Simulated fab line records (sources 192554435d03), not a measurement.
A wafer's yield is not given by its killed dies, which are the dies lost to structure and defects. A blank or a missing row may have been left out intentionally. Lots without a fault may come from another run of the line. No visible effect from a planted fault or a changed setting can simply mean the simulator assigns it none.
Struck lot and sound lot, side by side + flow n5_finfet + 26 steps out of a route of 1938
Sound: wafers L291.2, L291.4. Wafers L298.3, L298.4, L298.6 were the ones struck. The cause is named last.
Order at every step that has rows: each side's tool, ch and its chambers, its first start. Under that, the readings that differ: sound wafers + struck wafers + difference of the means + sigmas: that difference in standard deviations of wafers without a fault.
alike: readings whose means differ by less than 2 such deviations, and words and numbers that are the same on both sides. not compared: withheld readings, readings that some wafer has no value for, bounds like >300 that may hide the same value, and numbers for which the record gives no deviation and whose values overlap.
A row with sigmas, a row that says differs or no value, or rows on one side alone: a step with any of these is where the two part. Numbers that don't overlap but have no deviation are shown without sigmas and don't part them. Lack of a reading on every wafer of one side parts them only where that side has two or more wafers.

first, 11 steps without rows for these wafers: N5_BEOL_M4_DESCUM_16 (chemistry O2, time 7 s); N5_BEOL_M4_ETCH_74 (etches underlayer in N2/H2, target depth 6.5 nm, time 5.2 s); N5_BEOL_M4_ETCH_63 (etches SiARC in CF4, target depth 15.6 nm, time 26 s); N5_BEOL_M4_ETCH_64 (etches SOC in N2/H2, target depth 75 nm, overetch 22.5 nm, time 121.9 s); N5_BEOL_M4_STRIP_65 (strips in N2/H2); N5_BEOL_M4_STRIP_75 (strips in N2/H2); N5_BEOL_M4_STRIP_66 (strips in CF4); N5_BEOL_M4_HM_OPEN_17 (chemistry Cl2/BCl3, target TiN, target depth 20 nm, overetch 6 nm); N5_BEOL_M4_STRIP_19 (strips in O2); N5_BEOL_M4_COAT_67 (time 60 s, resist thk 60 nm); N5_BEOL_M4_COAT_68 (time 60 s, resist thk 12 nm).
N5_BEOL_M4_COAT_76: time 60 s, resist thk 5 nm.
  sound on litho_track-02 ch 0, day 10 20:11; struck on litho_track-05 ch 0, day 12 23:19
| reading              | sound         | struck               | difference | sigmas      |
|----------------------|---------------|----------------------|------------|-------------|
| spin_speed_rpm (rpm) | 1500.2 1500.0 | 1682.3 1683.1 1683.6 | +182.9     | +99 or more |
  alike: chill_plate_temp_C
then, 7 steps without rows for these wafers: N5_BEOL_M4_COAT_22 (resist thk 30 nm); N5_BEOL_M4_EBR_24; N5_BEOL_M4_SOFTBAKE_23 (time 60 s); N5_BEOL_M4_EXPOSE_25 (exposes mask V3, defocus 5 nm); N5_BEOL_M4_PEB_26 (peb time 60 s); N5_BEOL_M4_DEVELOP_27 (develop time 30 s); N5_BEOL_M4_DESCUM_33 (chemistry O2, time 7 s).
N5_BEOL_M4_ETCH_77: etches underlayer in N2/H2, target depth 6.5 nm, time 5.2 s.
  sound on rie_diel-04 ch 0,2, day 10 20:44; struck on rie_diel-01 ch 0,1,3, day 12 23:44
| reading                         | sound       | struck            | difference | sigmas |
|---------------------------------|-------------|-------------------|------------|--------|
| oes_product_au (a.u.)           | 0.83 0.74   | 0.61 0.62 0.64    | -0.16      | -3     |
| rf_vpp_V (V)                    | 531.3 528.5 | 520.7 521.7 521.8 | -8.5       | -3     |
| showerhead_plenum_p_Torr (Torr) | 2.73 2.62   | 2.45 2.41 2.42    | -0.25      | -2     |
| model.etch.depth_nm (nm)        | 5.016 5.007 | 4.743 4.746 4.745 | -0.267     |        |
  alike: drypump_motor_current_A, etch_rf_on_time_s, rf_fwd_power_W, throttle_valve_pct
  not compared: rf_hours_counter_h, model.CAR-EUV_of_BEOL_M4_COAT_22.thk_nm
then, 2 steps without rows for these wafers: N5_BEOL_M4_ETCH_69 (etches SiARC in CF4, target depth 15.6 nm, time 26 s); N5_BEOL_M4_ALD_98 (deposits SiO2, target thk 2.5 nm, pulse time 1 s, co reactant pulse time 1 s).
N5_BEOL_M4_ETCHBACK_99: etches SiO2 in CHF3, target depth 5 nm, time 10.4 s.
  sound on rie_diel-02 ch 0,1, day 11 01:40; struck on rie_diel-02 ch 1,3, day 13 00:49
| reading                                      | sound     | struck         | difference | sigmas |
|----------------------------------------------|-----------|----------------|------------|--------|
| model.CAR-EUV_of_BEOL_M4_COAT_22.thk_nm (nm) | 10.4 10.2 | 10.8 10.6 10.8 | +0.4       |        |
  alike: CHF3_flow_sccm, drypump_motor_current_A, mfc_ar_sccm, oes_product_au, rf_fwd_power_W, rf_vpp_V, showerhead_plenum_p_Torr, throttle_valve_pct
  not compared: rf_hours_counter_h
then, 1 step without rows for these wafers: N5_BEOL_M4_ETCH_70 (etches SOC in N2/H2, target depth 80 nm, overetch 24 nm, time 130 s).
N5_BEOL_M4_RC_MEAS_101:
  sound on prober-01 ch 0, day 11 07:44; struck on prober-01 ch 0, day 13 06:28
  alike: DIBL_N, DIBL_P, IOFF_N, IOFF_P, ION_N, ION_P, SS_N, SS_P, VT_N, VT_P
N5_PASSIVATION_PROBE_49:
  rows exist in the record for the sound wafers here (prober-01, day 15 11:26), none for the struck ones

## WHERE THEY PART
Earliest at N5_BEOL_M4_COAT_76; latest, in this record, at N5_PASSIVATION_PROBE_49.

WHY: what had been put in by the simulator
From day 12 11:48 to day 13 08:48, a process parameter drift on litho_track-05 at N5_BEOL_M4_COAT_76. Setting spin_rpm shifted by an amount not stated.
